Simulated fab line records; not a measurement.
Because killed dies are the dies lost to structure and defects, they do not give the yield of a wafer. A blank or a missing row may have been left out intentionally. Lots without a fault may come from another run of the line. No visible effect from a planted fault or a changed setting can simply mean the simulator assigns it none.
fab line records	flow n5Finfet
record: lots: 5	wafers: 15	lastDay: 21
route steps=1938 shown SD_ACTIVATION@332 ILD0@335 BEOL_M4@1111 PASSIVATION@1936
lots that met no fault: taken from a fault-free run of the same line
startH: start of the lot's first displayed wafer, in hours after the record's first day	waitH: hours from the lot's prior step to this one	" unchanged from the row above	L1.1+2: one row covering several wafers at once	- no value, or no start was given	* or withheld: withheld	< > ~ a bound
route shown NAME@n: names a module that has steps shown in the file, with the first one's number in the route	usual: the fault-free wafers' mean and standard deviation	same: alike in all rows	chamber/n: place in a boat	sites: the reading at each site	_std_site: the standard deviation of these	_edge_site: mean of outer sites minus mean of inner sites	radiusMm: for every site, how far away it sits from the centre of the wafer	mask NAME#n: copy n	behind: tool/chamber where the wafer was last shaped	hold: what put the lot on hold/how long, in hours/how the hold closed	device: the transistor (n, p or np) that didn't switch	end of line: tests run on the same wafers once the route is complete	where a step has no rows: the recipe by itself	killed: the dies lost at the first sort to structure and to defects; this is not the yield of the wafer	map: per-die view of a wafer (x killed, . not killed, _ where there is no die)
set.NAME: setting as actually run; set.NAME@STEP: the setting as run at that earlier step	model.NAME: the simulator's own value behind a step, which no gauge read
a table for each step, a row for each wafer; lots at some steps of the route
services: a tool's chamber out of use, with start hour (startH, from the record's first day; less than 0 if before it), hours out, and reason
== steps ==
step: N5_SD_ACTIVATION_RS_MEAS_03
recipe: thkMeasGauge: four-point-probe
usual: RS_SD_N: 21.89/0.27	RS_SD_P: 56.1/0.87
lot.wafer	tool	chamber	startH	waitH	RS_SD_N[ohm/sq]	RS_SD_P[ohm/sq]
L548.2	filmMetro-01	-	57.17	0.2	22.05	56.2
L548.3	"	-	"	"	21.87	56.8
L548.5	"	-	"	"	22.32	56.9
L559.1	filmMetro-01	-	126.65	0.2	21.89	57.2
L559.5	"	-	"	"	22.05	57.0
L559.6	"	-	"	"	21.88	57.6
L567.1	filmMetro-02	-	171.97	0.2	21.79	56.8
L567.4	"	-	"	"	21.57	57.8
L567.5	"	-	"	"	21.99	55.5
L568.1	filmMetro-01	-	182.72	0.2	21.90	56.3
L568.5	"	-	"	"	21.75	54.6
L568.6	"	-	"	"	21.83	56.1
L569.3	filmMetro-02	-	186.21	0.2	21.87	56.3
L569.4	"	-	"	"	21.72	56.3
L569.5	"	-	"	"	21.58	56.6
step: N5_SD_ACTIVATION_INSPECT_02
recipe: inspectInstrument: darkfield	mode: postAnneal
usual: rawDefectCount: 175/38
lot.wafer	tool	chamber	startH	waitH	rawDefectCount
L548.2	defectInspect-01	-	57.47	0.1	184
L548.3	"	-	"	"	178
L548.5	"	-	"	"	174
L559.1	defectInspect-02	-	126.97	0.2	154
L559.5	"	-	"	"	203
L559.6	"	-	"	"	213
L567.1	defectInspect-01	-	172.30	0.2	161
L567.4	"	-	"	"	154
L567.5	"	-	"	"	160
L568.1	defectInspect-01	-	183.04	0.2	173
L568.5	"	-	"	"	216
L568.6	"	-	"	"	130
L569.3	defectInspect-02	-	186.49	0.1	159
L569.4	"	-	"	"	134
L569.5	"	-	"	"	187
step: N5_ILD0_LINER_00
recipe: material: SiNx	targetThkA: 40	tempC: 400	aldPrecursorFamily: SiH2I2	aldCoReactant: N2/H2-plasma	pulseTimeS: 1	purgeTimeS: 2	coReactantPurgeTimeS: 2	aldCycles: 80	pressureTorr: 2
usual: heaterPowerW: 885/63	precursorPulseHeightRel: 0.999/0.021
same: aldCycles: 80
lot.wafer	tool	chamber	startH	waitH	heaterPowerW	precursorPulseHeightRel	sinceWetCleanH
L548.2	aldSin-03	0	57.51	0.0	951	1.012	247
L548.3	"	3	"	"	965	1.013	247
L548.5	"	2	"	"	848	0.996	-
L559.1	aldSin-04	0	127.01	0.0	869	0.984	119
L559.5	"	0	"	"	879	0.969	-
L559.6	"	2	"	"	868	1.008	-
L567.1	aldSin-03	3	172.34	0.0	973	0.977	362
L567.4	"	2	"	"	826	0.987	-
L567.5	"	1	"	"	907	0.999	-
L568.1	aldSin-04	3	183.15	0.1	826	0.975	175
L568.5	"	3	"	"	819	0.974	-
L568.6	"	2	"	"	881	1.025	-
L569.3	aldSin-04	2	186.53	0.0	909	1.003	178
L569.4	"	0	"	"	878	0.989	178
L569.5	"	1	"	"	945	0.999	-
step: N5_ILD0_FCVD_FILL_01
recipe: material: SiO2_flowable	targetThkA: 2000	tempC: 100	pressureTorr: 0.8	rfW: 2000	timeS: 328.3
step: N5_ILD0_CURE_02
recipe: tempC: 450	timeS: 1800	ambient: steam	idleTempC: 400	rampUpCPerMin: 5	rampDownCPerMin: 3	densificationPH2oTorr: 640
step: N5_ILD0_CMP_03
recipe: stopOn: SiNx	tOverpolishS: 1.9	postCmpClean: alkalineBrush	downForcePsi: 4.1491	platenRpm: 51.796	padVelocityMS: 1.0306	targetThkNm: 197.38
usual: headPressurePsi: 4.149/0.0093	motorCurrentA: 12.6/1	overpolishRunS: 1.900/0.0084	timeToEndpointS: 72/3.4
lot.wafer	tool	chamber	startH	waitH	headPressurePsi	motorCurrentA	overpolishRunS	timeToEndpointS
L548.3	cmp-02	0	59.87	0.0	4.144	12.1	1.895	74
L548.2	"	2	"	"	4.141	12.3	1.898	68
L548.5	"	0	"	"	4.175	12.1	1.914	75
L559.1	cmp-02	1	129.38	0.0	4.142	13.0	1.903	74
L559.5	"	1	"	"	4.154	12.7	1.911	75
L559.6	"	2	"	"	4.153	12.5	1.897	71
L567.1	cmp-03	3	174.71	0.0	4.144	11.3	1.907	73
L567.4	"	1	"	"	4.155	13.8	1.890	75
L567.5	"	0	"	"	4.164	13.6	1.892	75
L568.1	cmp-01	2	185.64	0.2	4.158	12.5	1.899	66
L568.6	"	3	"	"	4.154	10.9	1.906	77
L568.5	"	0	"	"	4.155	13.7	1.887	75
L569.3	cmp-01	0	188.94	0.1	4.134	14.3	1.898	77
L569.4	"	2	"	"	4.157	12.1	1.899	65
L569.5	"	3	"	"	4.141	11.0	1.906	70
step: N5_ILD0_THK_MEAS_04
usual: thkNm: 197.6/0.97
lot.wafer	tool	chamber	startH	waitH	thkNm
L548.2	filmMetro-02	-	60.17	-	197.0
L548.3	"	-	"	"	197.2
L548.5	"	-	"	"	196.9
L559.1	filmMetro-01	-	129.67	-	199.0
L559.5	"	-	"	"	197.8
L559.6	"	-	"	"	199.1
L567.1	filmMetro-01	-	175.01	-	196.3
L567.4	"	-	"	"	196.3
L567.5	"	-	"	"	197.8
L568.1	filmMetro-01	-	185.83	-	196.0
L568.5	"	-	"	"	197.4
L568.6	"	-	"	"	198.1
L569.3	filmMetro-02	-	189.20	-	198.1
L569.4	"	-	"	"	197.1
L569.5	"	-	"	"	197.5
step: N5_ILD0_CMP_07
recipe: stopOn: poly-Si	material: SiO2_flowable	tOverpolishS: 1.18	postCmpClean: alkalineBrush	downForcePsi: 4.1491	platenRpm: 51.796	padVelocityMS: 1.0306	targetThkNm: 138.88
usual: headPressurePsi: 4.149/0.0097	motorCurrentA: 12.8/1
lot.wafer	tool	chamber	startH	waitH	headPressurePsi	motorCurrentA
L548.3	cmp-01	2	60.23	0.1	4.169	12.2
L548.2	"	0	"	"	4.163	14.4
L548.5	"	2	"	"	4.149	11.6
L559.1	cmp-03	1	129.81	0.1	4.156	14.3
L559.6	"	2	"	"	4.144	13.8
L559.5	"	3	"	"	4.159	11.8
L567.1	cmp-01	1	175.04	0.0	4.152	10.6
L567.4	"	2	"	"	4.145	11.5
L567.5	"	1	"	"	4.150	9.9
L568.1	cmp-02	2	185.97	0.1	4.169	12.0
L568.6	"	3	"	"	4.144	14.1
L568.5	"	0	"	"	4.150	12.6
L569.3	cmp-01	1	189.23	0.0	4.158	10.9
L569.4	"	2	"	"	4.165	11.4
L569.5	"	2	"	"	4.158	12.5
step: N5_ILD0_THK_MEAS_08
usual: thkNm: 138.8/1.1
lot.wafer	tool	chamber	startH	waitH	thkNm
L548.2	filmMetro-02	-	60.49	-	140.0
L548.3	"	-	"	"	137.0
L548.5	"	-	"	"	136.9
L559.1	filmMetro-01	-	129.99	-	138.1
L559.5	"	-	"	"	139.6
L559.6	"	-	"	"	137.6
L567.1	filmMetro-02	-	175.33	-	137.0
L567.4	"	-	"	"	136.8
L567.5	"	-	"	"	137.6
L568.1	filmMetro-01	-	186.15	-	138.4
L568.5	"	-	"	"	139.4
L568.6	"	-	"	"	138.8
L569.3	filmMetro-02	-	189.52	-	136.5
L569.4	"	-	"	"	136.8
L569.5	"	-	"	"	137.1
step: N5_ILD0_PRECLEAN_10
recipe: chemistry: NF3:NH3	afsCycles: 5	timeS: 20	tempC: 30	sublimationTempC: 180	sublimationTimeS: 60	pressureTorr: 3	rfPowerW: 30
step: N5_ILD0_ALD_15
recipe: material: SiNx	targetThkA: 240	tempC: 400	aldPrecursorFamily: SiH2I2	aldCoReactant: N2/H2-plasma	pulseTimeS: 1	aldCycles: 480	purgeTimeS: 2	coReactantPurgeTimeS: 2	pressureTorr: 2
usual: heaterPowerW: 869/62	precursorPulseHeightRel: 1.002/0.02
same: aldCycles: 480
lot.wafer	tool	chamber	startH	waitH	heaterPowerW	precursorPulseHeightRel	sinceWetCleanH
L548.2	aldSin-04	1	61.25	0.5	949	1.023	53
L548.3	"	2	"	"	903	1.023	53
L548.5	"	3	62.34	1.2	824	1.004	-
L559.1	aldSin-04	2	130.79	0.6	884	0.988	123
L559.5	"	2	131.88	1.3	908	1.021	-
L559.6	"	1	"	"	977	1.006	-
L567.1	aldSin-03	2	176.05	0.6	852	1.020	366
L567.4	"	2	177.14	1.3	828	1.024	-
L567.5	"	1	"	"	881	0.997	-
L568.1	aldSin-01	0	187.07	0.8	769	0.992	284
L568.5	"	3	188.16	1.4	909	1.008	-
L568.6	"	2	"	"	869	1.015	-
L569.3	aldSin-01	2	190.52	0.6	879	0.988	287
L569.4	"	1	"	"	887	0.982	287
L569.5	"	3	191.61	1.5	897	1.009	-
step: N5_ILD0_CMP_12
recipe: stopOn: poly-Si	material: SiNx	tOverpolishS: 6	postCmpClean: alkalineBrush	downForcePsi: 2.5	platenRpm: 51.8	padVelocityMS: 1.0307	targetThkNm: 17.67
usual: headPressurePsi: 2.499/0.0052	motorCurrentA: 9.3/0.84	overpolishRunS: 6.000/0.0087	timeToEndpointS: 28.7/2.4
lot.wafer	tool	chamber	startH	waitH	headPressurePsi	motorCurrentA	overpolishRunS	timeToEndpointS
L548.3	cmp-01	3	63.45	1.1	2.502	8.0	5.999	28.8
L548.2	"	1	"	"	2.505	8.1	5.999	25.7
L548.5	"	0	"	"	2.491	9.8	5.993	28.7
L559.1	cmp-03	0	133.10	1.2	2.506	10.0	6.010	31.8
L559.5	"	1	"	"	2.506	9.9	5.996	34.8
L559.6	"	2	"	"	2.507	10.0	5.993	31.1
L567.4	cmp-03	1	178.25	0.0	2.494	10.6	5.993	28.2
L567.1	"	3	"	"	2.491	8.3	6.005	26.7
L567.5	"	1	"	"	2.494	9.6	5.992	28.6
L568.1	cmp-01	2	189.57	1.4	2.495	9.3	5.994	25.3
L568.6	"	3	"	"	2.507	8.0	6.005	27.2
L568.5	"	0	"	"	2.688	11.4	6.000	24.8
L569.4	cmp-02	3	192.76	1.2	2.501	10.1	5.996	27.7
L569.3	"	0	"	"	2.497	8.9	5.999	29.7
L569.5	"	3	"	"	2.505	10.0	6.009	29.1
step: N5_ILD0_THK_MEAS_13
usual: thkNm: 17.7/1.1
lot.wafer	tool	chamber	startH	waitH	thkNm
L548.2	filmMetro-02	-	63.75	-	16.8
L548.3	"	-	"	"	18.6
L548.5	"	-	"	"	18.9
L559.1	filmMetro-01	-	133.28	-	18.2
L559.5	"	-	"	"	18.0
L559.6	"	-	"	"	17.8
L567.1	filmMetro-01	-	178.54	-	16.3
L567.4	"	-	"	"	17.9
L567.5	"	-	"	"	17.4
L568.1	filmMetro-02	-	189.75	-	15.0
L568.5	"	-	"	"	18.7
L568.6	"	-	"	"	17.7
L569.3	filmMetro-01	-	193.02	-	19.0
L569.4	"	-	"	"	17.2
L569.5	"	-	"	"	16.5
step: N5_BEOL_M4_RC_MEAS_101
usual: DIBL_N: 36.1/2.3	DIBL_P: 36/3.2	IOFF_N: 0.16/0.045	IOFF_P: 0.21/0.049	ION_N: 674/14	ION_P: 462/8.4	SS_N: 71.6/0.83	SS_P: 73.2/0.87	VT_N: 249/3.8	VT_P: -250/3.4
lot.wafer	tool	chamber	startH	waitH	DIBL_N[mV/V]	DIBL_P[mV/V]	IOFF_N[nA/um]	IOFF_P[nA/um]	ION_N[uA/um]	ION_P[uA/um]	SS_N[mV/dec]	SS_P[mV/dec]	VT_N[mV]	VT_P[mV]
L548.2	prober-02	0	237.13	0.4	37.0	35	0.16	0.23	697	478	71.0	72.9	247	-247
L548.3	"	0	"	"	35.8	35	0.14	0.20	690	472	71.1	73.0	251	-249
L548.5	"	0	"	"	36.4	35	0.14	0.21	682	472	71.4	72.4	250	-250
L559.1	prober-02	0	317.41	0.0	38.7	39	0.18	0.27	694	480	72.5	74.5	248	-248
L559.5	"	0	"	"	34.2	33	0.11	0.19	669	468	71.1	72.6	251	-249
L559.6	"	0	"	"	34.9	34	0.12	0.22	648	457	71.4	72.3	252	-250
L568.1	prober-02	0	358.67	0.0	37.4	39	0.19	0.23	695	472	72.0	74.2	244	-251
L568.5	"	0	"	"	40.1	41	0.24	0.29	685	475	72.7	74.1	244	-246
L568.6	"	0	"	"	37.9	39	0.18	0.22	685	469	72.5	73.3	247	-252
L567.1	prober-01	0	388.33	0.0	35.1	37	0.15	0.22	677	463	71.2	73.7	249	-249
L567.4	"	0	"	"	32.4	34	0.12	0.17	653	453	70.1	72.3	256	-253
L567.5	"	0	"	"	35.5	37	0.16	0.21	679	464	70.7	73.4	251	-249
L569.3	prober-02	0	389.14	0.3	34.9	37	0.16	0.24	673	466	71.2	73.5	247	-246
L569.4	"	0	"	"	33.5	35	0.15	0.21	674	465	71.0	72.2	247	-249
L569.5	"	0	"	"	39.4	42	0.26	0.34	691	476	72.0	74.5	243	-242
step: N5_PASSIVATION_PROBE_49
usual: defectLimitedYield: 90.9/1.6	killed_at_M0_to_M3: 37/11	killed_at_M4_up: 15/5.6	killedAtContacts: 13/6.4	killedAtFrontEnd: 39/11	killedAtOther: 4/3.1	killedDies: 107/19	killedOpen: 71/14	killedShort: 34/7.8	sort_bin_5_function: 5.3/1	sort_bin_6_memory: 3.4/0.72	sort_bin_8_speed: 0.0/0.42	sortNPass: 1072/20	sortYieldPct: 90.9/1.7
same: grossDies: 1180	killedAtBackSide: 0	sort_bin_4_leakage[%]: 0
lot.wafer	tool	chamber	startH	waitH	defectLimitedYield[%]	killed_at_M0_to_M3	killed_at_M4_up	killedAtContacts	killedAtFrontEnd	killedAtOther	killedDies	killedOpen	killedShort	sort_bin_5_function[%]	sort_bin_6_memory[%]	sort_bin_8_speed[%]	sortNPass	sortYieldPct[%]
L548.2	prober-02	-	356.79	0.4	90.9	35	22	18	29	3	107	75	29	5.8	2.9	0	1073	90.9
L548.3	prober-02	-	356.84	0.4	90.5	38	20	10	40	4	112	69	38	5.4	3.5	0	1068	90.5
L548.5	prober-02	-	356.94	0.5	91.7	21	16	15	40	6	98	62	30	5.7	1.8	0	1082	91.7
L568.1	prober-01	-	496.17	0.0	90.3	37	13	8	51	6	115	70	42	5.6	3.6	0	1065	90.3
L568.5	prober-01	-	496.37	0.2	91.4	40	8	11	37	5	101	70	30	5.3	3.1	0	1079	91.4
L568.6	prober-01	-	496.42	0.3	89.7	60	13	7	40	2	122	65	53	6.9	2.9	0	1058	89.7
L569.3	prober-02	-	496.27	0.1	91.1	32	18	16	30	9	105	78	24	5.0	3.6	0	1075	91.1
L569.4	prober-02	-	496.32	0.2	92.3	28	10	8	43	2	91	61	29	4.4	3.0	0	1089	92.3
L569.5	prober-02	-	496.37	0.2	90.2	50	13	11	32	10	116	75	40	5.6	3.8	0	1064	90.2
killed by level:class
L548.2 MOL_CONTACT_COAG:geometricParticle:open=14 BEOL_M4:geometricParticle:open=9 STI_FIN_REVEAL:geometricParticle:open=8 BEOL_M0_SAQP:geometricParticle:open=8 BEOL_M3:geometricParticle:open=8 GATE_CUT:geometricParticle:short=5 BEOL_M1:geometricParticle:short=5 GATE_CUT:geometricParticle:open=4
L548.3 BEOL_M2:geometricParticle:open=13 STI_FIN_REVEAL:geometricParticle:open=10 BEOL_M0_SAQP:geometricParticle:short=9 MOL_CONTACT_COAG:geometricParticle:open=7 BEOL_M4:geometricParticle:open=6 BEOL_M0_SAQP:geometricParticle:open=5 DUMMY_GATE:geometricParticle:open=4 GATE_CUT:geometricParticle:short=4
L548.5 MOL_CONTACT_COAG:geometricParticle:open=12 STI_FIN_REVEAL:geometricParticle:open=6 ILD0:geometricParticle:open=5 GATE_CUT:geometricParticle:short=5 BEOL_M4:geometricParticle:open=5 MIM_TOP:geometricParticle:open=5 HKMG_FIN:areaEtch=5 DUMMY_GATE:geometricParticle:open=4
L568.1 STI_FIN_REVEAL:geometricParticle:open=11 FIN_SAQP:geometricParticle:short=9 FIN_SAQP:geometricParticle:open=9 BEOL_M2:geometricParticle:short=8 BEOL_M4:geometricParticle:open=8 BEOL_M1:geometricParticle:open=6 BEOL_M2:geometricParticle:open=6 BEOL_M3:geometricParticle:open=6
L569.3 MOL_CONTACT_COAG:geometricParticle:open=13 BEOL_M0_SAQP:geometricParticle:open=9 BEOL_M0:geometricParticle:open=7 BEOL_M4:geometricParticle:open=6 MIM_TOP_ETCH:geometricParticle:open=6 BEOL_M3:geometricParticle:open=5 STI_FIN_REVEAL:geometricParticle:open=4 ILD0:geometricParticle:open=4
L569.4 STI_FIN_REVEAL:geometricParticle:open=8 BEOL_M0_SAQP:geometricParticle:open=7 FIN_SAQP:geometricParticle:short=6 MOL_CONTACT_COAG:geometricParticle:open=6 DUMMY_GATE:geometricParticle:open=5 GATE_CUT:geometricParticle:short=5 BEOL_M0_SAQP:geometricParticle:short=5 BEOL_M3:geometricParticle:open=5
L568.5 STI_FIN_REVEAL:geometricParticle:open=11 BEOL_M3:geometricParticle:open=10 BEOL_M0_SAQP:geometricParticle:short=7 BEOL_M0_SAQP:geometricParticle:open=6 BEOL_M1:geometricParticle:open=6 FIN_SAQP:geometricParticle:open=5 MOL_CONTACT_COAG:geometricParticle:open=5 MOL_CONTACT_COAG:geometricParticle:short=5
L569.5 BEOL_M2:geometricParticle:open=12 STI_FIN_REVEAL:geometricParticle:open=11 BEOL_M0_SAQP:geometricParticle:short=11 BEOL_M0_SAQP:geometricParticle:open=10 MOL_CONTACT_COAG:geometricParticle:open=8 BEOL_M3:geometricParticle:open=8 FIN_SAQP:geometricParticle:open=6 FIN_SAQP:geometricParticle:short=5
L568.6 BEOL_M0_SAQP:geometricParticle:short=13 BEOL_M3:geometricParticle:open=12 GATE_CUT:geometricParticle:short=8 BEOL_M2:geometricParticle:short=8 STI_FIN_REVEAL:geometricParticle:open=7 FIN_SAQP:geometricParticle:open=6 FIN_SAQP:geometricParticle:short=6 BEOL_M3:geometricParticle:short=6
== services ==
tool	chamber	startH	hours	kind
cmp-03	-	47.52	0.4	repair
cmp-01	-	47.87	3.1	repair
aldSin-04	-	64.86	0.8	repair
cmp-01	-	70.35	2.1	repair
cmp-03	-	70.76	1.3	repair
aldSin-03	3	78.05	2.7	repair
cmp-02	-	87.25	5.0	pm
aldSin-03	0	102.01	11.3	repair
cmp-01	-	102.15	0.5	repair
aldSin-04	3	122.15	16.0	repair
cmp-01	-	155.52	4.0	repair
aldSin-03	0	159.56	17.0	repair
cmp-02	-	168.43	4.0	pm
aldSin-04	0	172.52	3.1	repair
aldSin-03	-	178.22	14.0	pm
aldSin-03	0	178.22	14.0	ventCycle
aldSin-03	1	178.22	14.0	ventCycle
aldSin-03	2	178.22	14.0	ventCycle
aldSin-03	3	178.22	14.0	ventCycle
cmp-03	-	183.47	7.5	pm
aldSin-03	0	192.22	-	clean
aldSin-03	1	192.22	-	clean
aldSin-03	2	192.22	-	clean
aldSin-03	3	192.22	-	clean
== key ==
firstSign: step: N5_ILD0_CMP_12	reading: headPressurePsi	direction: up	sigmas: 36	usual: 2.499	struck: 2.688
effect none on later readings
metAt N5_ILD0_CMP_12
struckWafers L568.5
onsetBetween 63.45 189.57
fault: kind: processParameterDrift	tool: cmp-01	chamber: 0	onsetH: 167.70	steps: N5_ILD0_CMP_12	channel: downForcePsi	offset: 0.20117	shape: step	actsIn: theseRecipesOnly	stated: 2.5
